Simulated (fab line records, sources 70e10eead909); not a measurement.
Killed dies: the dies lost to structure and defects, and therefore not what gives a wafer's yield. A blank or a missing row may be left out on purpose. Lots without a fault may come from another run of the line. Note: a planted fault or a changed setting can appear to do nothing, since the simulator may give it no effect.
fab line records    flow nandHarc
record lots=12  wafers=35  lastDay=33
route steps=1302 shown P_M2@341 P_BONDPAD@367 END@1302
lots that met no fault: taken from a fault-free run of the same line
startH: hours from the record's opening day to when the first of the lot's shown wafers began    waitH: hours since the lot's step before    " unchanged from the row above    L1.1+2: a row that stands for several wafers    - either no value or no given start    * or withheld: withheld    < > ~ a bound
route shown NAME@n: names a module that has steps shown in the file, with the first one's number in the route    usual: average and standard deviation across the fault-free wafers    same: alike in all rows    chamber/n: place in a boat    sites: readings site by site    _std_site: the values' standard deviation    _edge_site: the outer-site mean with the inner-site mean subtracted    radiusMm: how far each site lies from the wafer's centre    mask NAME#n: copy n    behind: the tool/chamber that last shaped the wafer    hold: cause of the lot's hold/its duration in hours/its outcome    device: which transistor (n, p or np) failed to switch    end of line: the same wafers' tests at the end of the route    step lacking rows: just its recipe    killed: dies lost to structure and defects at the first sort, not the wafer's yield    map: shows each die of a wafer: x if killed, . if not, _ if none is there
set.NAME: the run value of the setting; set.NAME@STEP: its run value at that earlier step    model.NAME: the simulator's own value behind a step, which no gauge read
route steps across a sampled set of lots; one table per step, one row per wafer
services: from which hour (startH, from the record's first day; less than 0 if before it) a tool's chamber was out of use, for how many hours, and why
## steps
# step NHARC_P_M2_PVD_21
# recipe targetThkA=300  chamberPressurePa=5  powerW=5000  substrateTempC=30  timeS=20.49  material=Cu
# usual throttleValvePct=30.2/0.74  timeS=20.49/0
lot.wafer  tool           chamber  startH  waitH  throttleValvePct  timeS
L587.4     pvdSputter-01  -        -       -      30.0              20.49
L587.3     "              -        "       "      29.5              20.49
L587.6     "              -        "       "      29.5              20.49
L590.3     pvdSputter-03  -        -       -      31.1              20.49
L590.5     "              -        "       "      30.0              20.49
L590.6     "              -        "       "      31.5              20.49
L594.4     pvdSputter-01  -        -       -      29.5              20.49
L594.1     "              -        "       "      30.6              20.49
L594.6     "              -        "       "      29.8              20.49
L595.1     pvdSputter-03  -        -       -      30.4              20.49
L595.3     "              -        "       "      30.6              20.49
L595.4     "              -        "       "      30.2              20.49
L596.2     pvdSputter-02  -        -       -      29.1              20.49
L596.6     "              -        "       "      28.6              20.49
L596.5     "              -        "       "      29.0              20.49
L598.4     pvdSputter-03  -        -       -      30.3              20.49
L598.1     "              -        "       "      30.6              20.49
L598.3     "              -        "       "      30.9              20.49
L603.3     pvdSputter-03  -        -       -      31.0              20.49
L603.1     "              -        "       "      30.3              20.49
L603.5     "              -        "       "      30.5              20.49
L605.1     pvdSputter-01  -        -       -      29.9              20.49
L605.4     "              -        "       "      31.1              20.49
L605.5     "              -        "       "      30.1              20.49
L606.4     pvdSputter-01  -        -       -      31.2              20.49
L606.5     "              -        "       "      30.1              20.49
L608.1     pvdSputter-01  -        -       -      30.0              20.49
L608.4     "              -        "       "      29.6              20.49
L608.6     "              -        "       "      31.6              20.49
L609.4     pvdSputter-02  -        -       -      29.7              20.49
L609.6     "              -        "       "      29.5              20.49
L609.5     "              -        "       "      30.3              20.49
L610.4     pvdSputter-03  -        -       -      30.9              20.49
L610.2     "              -        "       "      29.5              20.49
L610.6     "              -        "       "      30.9              20.49
# step NHARC_P_M2_DEP_33
# recipe targetThkA=300  tempC=370  targetThkNm=30  pressureTorr=3  flowSccm=200  rfW=450  material=SiCN
# usual chamberPressureTorr=3.000/0.0064  heaterPowerOuterW=340/53  heaterPowerW=591/78
lot.wafer  tool      chamber  startH  waitH  chamberPressureTorr  heaterPowerOuterW  heaterPowerW  sinceWetCleanH
L587.3     pecvd-04  1        137.72  0.1    3.001                402                685           37
L587.4     "         1        "       "      2.997                401                680           -
L587.6     "         0        "       "      3.003                327                575           -
L590.3     pecvd-01  0        171.34  0.1    3.012                321                568           28
L590.6     "         0        "       "      3.008                324                548           -
L590.5     "         1        "       "      3.000                363                654           -
L594.1     pecvd-02  0        202.53  0.1    3.010                321                512           143
L594.4     "         1        "       "      2.990                365                676           -
L594.6     "         0        "       "      3.002                326                532           -
L595.1     pecvd-04  0        211.17  0.1    3.007                289                548           110
L595.3     "         1        "       "      3.007                404                681           110
L595.4     "         2        "       "      3.001                394                641           -
L596.2     pecvd-01  0        220.19  0.1    3.001                300                535           77
L596.6     "         1        "       "      2.997                407                693           -
L596.5     "         2        "       "      3.008                354                596           -
L598.1     pecvd-04  1        239.39  0.1    2.997                429                677           138
L598.3     "         2        "       "      3.000                423                708           138
L598.4     "         2        "       "      3.001                433                713           -
L603.1     pecvd-01  2        293.30  0.1    2.995                368                616           150
L603.3     "         1        "       "      3.001                347                647           150
L603.5     "         1        "       "      3.005                347                633           -
L605.1     pecvd-04  0        312.67  0.1    3.003                341                604           31
L605.4     "         0        "       "      3.005                338                609           -
L605.5     "         2        "       "      3.000                365                635           -
L606.5     pecvd-02  1        327.81  0.2    3.004                325                612           -
L606.4     "         2        "       "      2.990                294                533           -
L608.1     pecvd-04  1        338.95  0.1    2.999                337                588           57
L608.4     "         0        "       "      2.995                334                603           -
L608.6     "         1        "       "      2.995                330                590           -
L609.6     pecvd-02  0        359.68  0.2    3.000                320                506           -
L609.4     "         1        "       "      2.988                354                663           -
L609.5     "         2        "       "      2.990                246                470           -
L610.2     pecvd-04  0        360.51  0.1    3.004                287                532           78
L610.6     "         0        "       "      2.999                274                534           -
L610.4     "         2        "       "      3.013                432                698           -
# step NHARC_P_BONDPAD_DESCUM_11
# recipe timeS=3  o2FlowSccm=200  arFlowSccm=0  biasPowerW=0  chemistry=O2
# usual drypumpMotorCurrentA=5.6/0.51  oesProductAu=1.005/0.01  rfVppV=57.8/0.83  showerheadPlenumPTorr=1.93/0.083  throttleValvePct=11.311/0.0088
lot.wafer  tool        chamber  startH  waitH  drypumpMotorCurrentA  oesProductAu  rfHoursCounterH  rfVppV  showerheadPlenumPTorr  throttleValvePct
L587.3     rieDiel-05  1        139.59  -      5.3                   1.001         3.2              57.4    1.87                   11.304
L587.4     "           3        "       "      6.0                   1.010         3.0              57.4    1.80                   11.310
L587.6     "           0        "       "      6.4                   1.001         -                57.7    2.02                   11.313
L590.3     rieDiel-01  3        173.08  -      5.3                   0.993         4.7              58.8    1.83                   11.300
L590.6     "           2        "       "      6.3                   1.003         -                58.6    2.01                   11.297
L590.5     "           3        "       "      5.3                   0.987         -                56.3    1.83                   11.325
L594.4     rieDiel-05  3        204.20  -      6.1                   1.028         4.9              58.7    1.80                   11.309
L594.1     "           0        "       "      6.5                   1.018         4.8              57.1    2.02                   11.322
L594.6     "           1        "       "      5.3                   1.031         -                58.6    1.87                   11.324
L595.3     rieDiel-01  2        213.02  -      6.2                   1.008         0                57.9    2.01                   11.308
L595.1     "           3        "       "      5.3                   1.010         0                56.9    1.83                   11.300
L595.4     "           1        "       "      5.4                   1.002         0                58.3    2.06                   11.304
L596.2     rieDiel-01  2        221.98  -      6.2                   1.015         0.1              56.8    2.01                   11.299
L596.6     "           3        "       "      5.3                   0.993         -                57.6    1.83                   11.302
L596.5     "           0        "       "      5.1                   0.997         -                57.4    1.90                   11.324
L598.1     rieDiel-05  0        241.23  -      6.4                   0.998         0.1              56.6    2.02                   11.320
L598.4     "           2        "       "      5.1                   0.993         0.0              55.9    1.92                   11.312
L598.3     "           3        "       "      6.0                   1.003         0.0              57.0    1.79                   11.324
L603.3     rieDiel-10  1        295.15  -      5.9                   1.026         2.6              57.6    1.90                   11.303
L603.1     "           3        "       "      5.1                   1.028         2.9              57.5    1.94                   11.293
L603.5     "           1        "       "      5.9                   1.024         -                57.4    1.90                   11.309
L605.4     rieDiel-01  1        314.52  -      5.4                   1.013         2.9              57.9    2.06                   11.310
L605.1     "           3        "       "      5.3                   1.010         2.7              58.1    1.83                   11.316
L605.5     "           2        "       "      6.2                   1.009         -                57.4    2.01                   11.311
L606.5     rieDiel-05  1        329.56  -      5.3                   1.011         -                58.2    1.87                   11.297
L606.4     "           2        "       "      5.1                   1.020         -                59.3    1.91                   11.319
L608.1     rieDiel-05  2        340.58  -      5.1                   1.011         5.8              59.2    1.91                   11.312
L608.4     "           0        "       "      6.5                   0.990         5.0              58.2    2.01                   11.325
L608.6     "           1        "       "      5.2                   1.012         -                56.5    1.87                   11.316
L609.4     rieDiel-01  1        361.43  -      5.4                   0.999         4.1              58.0    2.06                   11.303
L609.5     "           0        "       "      5.0                   0.998         -                58.2    1.90                   11.320
L609.6     "           1        "       "      5.4                   1.001         -                59.4    2.06                   11.311
L610.4     rieDiel-05  3        362.36  -      6.1                   1.020         7.3              56.3    1.79                   11.306
L610.2     "           0        "       "      6.5                   0.991         6.4              57.5    2.01                   11.323
L610.6     "           0        "       "      6.5                   0.993         -                58.0    2.01                   11.323
# step NHARC_P_BONDPAD_PVD_17
# recipe targetThkA=50  biasV=168.6  powerW=15000  chamberPressurePa=0.12  timeS=8.06  substrateTempC=50  material=TaN
# usual throttleValvePct=30.1/0.72  timeS=8.06/0
lot.wafer  tool           chamber  startH  waitH  throttleValvePct  timeS
L587.3     pvdSputter-03  -        140.65  -      31.3              8.06
L587.4     "              -        "       "      30.9              8.06
L587.6     "              -        "       "      29.8              8.06
L590.3     pvdSputter-02  -        174.14  -      28.4              8.06
L590.5     "              -        "       "      29.9              8.06
L590.6     "              -        "       "      28.5              8.06
L594.4     pvdSputter-01  -        205.23  -      29.9              8.06
L594.1     "              -        "       "      29.5              8.06
L594.6     "              -        "       "      30.2              8.06
L595.1     pvdSputter-03  -        214.07  -      30.2              8.06
L595.3     "              -        "       "      30.2              8.06
L595.4     "              -        "       "      30.3              8.06
L596.2     pvdSputter-03  -        223.03  -      30.6              8.06
L596.6     "              -        "       "      30.3              8.06
L596.5     "              -        "       "      30.4              8.06
L598.1     pvdSputter-02  -        242.29  -      29.0              8.06
L598.3     "              -        "       "      29.7              8.06
L598.4     "              -        "       "      28.5              8.06
L603.3     pvdSputter-03  -        296.21  -      30.4              8.06
L603.1     "              -        "       "      30.8              8.06
L603.5     "              -        "       "      30.5              8.06
L605.1     pvdSputter-02  -        315.56  -      29.6              8.06
L605.4     "              -        "       "      30.2              8.06
L605.5     "              -        "       "      30.4              5.2925
L606.4     pvdSputter-02  -        330.64  -      29.6              8.06
L606.5     "              -        "       "      29.8              8.06
L608.1     pvdSputter-03  -        341.62  -      30.6              8.06
L608.4     "              -        "       "      30.3              8.06
L608.6     "              -        "       "      30.3              8.06
L609.4     pvdSputter-03  -        362.47  -      30.2              8.06
L609.5     "              -        "       "      30.1              8.06
L609.6     "              -        "       "      29.7              8.06
L610.4     pvdSputter-03  -        363.43  -      29.5              8.06
L610.2     "              -        "       "      30.3              8.06
L610.6     "              -        "       "      30.1              8.06
# step NHARC_END_SORT_01
# recipe tempC=25
# usual defectLimitedYield=91.0/2.8  killedAtArray=56/18  killedAtOther=1.4/1.5  killedAtPeriphery=4/3.1  killedDies=61/19  killedOpen=3.5/1.8  killedShort=2.4/1.4
# same grossDies=677
lot.wafer  tool       chamber  startH  waitH  defectLimitedYield[%]  killedAtArray  killedAtOther  killedAtPeriphery  killedDies  killedOpen  killedShort
L596.6     prober-01  0        658.72  4.0    93.2                   40             1              5                  46          2           2
# killed by level:class
L596.6 A_CHANNEL_HOLE_D2:chamberFilmFlake=15 A_STAIRCASE:chamberFilmFlake=9 A_CHANNEL_HOLE_D1:chamberFilmFlake=7 P_BONDPAD:chamberFilmFlake=3 A_CONTACT:chamberFilmFlake=3 P_CONTACT:chamberFilmFlake=2 A_DECK1_JOINT:geometricParticle:open=1 A_SGD_CUT:geometricParticle:short=1
## services
tool           chamber  startH  hours  kind
pecvd-01       -        130.12  13.0   pm
rieDiel-01     3        164.12  4.4    repair
pvdSputter-03  -        170.00  10.0   pm
rieDiel-01     -        203.80  9.0    pm
rieDiel-01     -        221.23  0.6    repair
pvdSputter-01  -        226.47  10.0   pm
pecvd-02       -        227.09  13.0   pm
rieDiel-01     0        228.24  3.9    repair
rieDiel-05     -        229.60  9.0    pm
rieDiel-10     -        242.50  9.0    pm
rieDiel-05     0        262.92  13.1   repair
pecvd-04       -        269.14  13.0   pm
pecvd-04       0        269.14  13.0   ventCycle
pecvd-04       1        269.14  13.0   ventCycle
pecvd-04       2        269.14  13.0   ventCycle
pvdSputter-02  -        282.00  10.0   pm
pecvd-04       0        282.14  -      clean
rieDiel-05     -        310.93  1.6    repair
pecvd-01       -        311.35  13.0   pm
pvdSputter-02  -        318.99  0.9    repair
rieDiel-05     3        327.42  6.9    repair
pvdSputter-03  -        348.00  10.0   pm
rieDiel-10     1        348.58  1.7    repair
rieDiel-01     0        357.06  4.0    repair
## key
firstSign step=NHARC_P_BONDPAD_PVD_17  reading=timeS  direction=down  sigmas=99+  usual=*  struck=*
effect none on later readings
metAt NHARC_P_BONDPAD_PVD_17
struckLots L605
struckWafers L605.5
notActingAt NHARC_P_M2_PVD_21,NHARC_P_M2_DEP_33,NHARC_P_BONDPAD_DESCUM_11
onsetBetween 242.29 315.56
fault kind=processParameterDrift  tool=pvdSputter-02  chamber=-  onsetH=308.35  steps=NHARC_P_BONDPAD_PVD_17  channel=timeS  offset=*  shape=step  endH=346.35  actsIn=*  stated=*  scope=struckWafersOnly
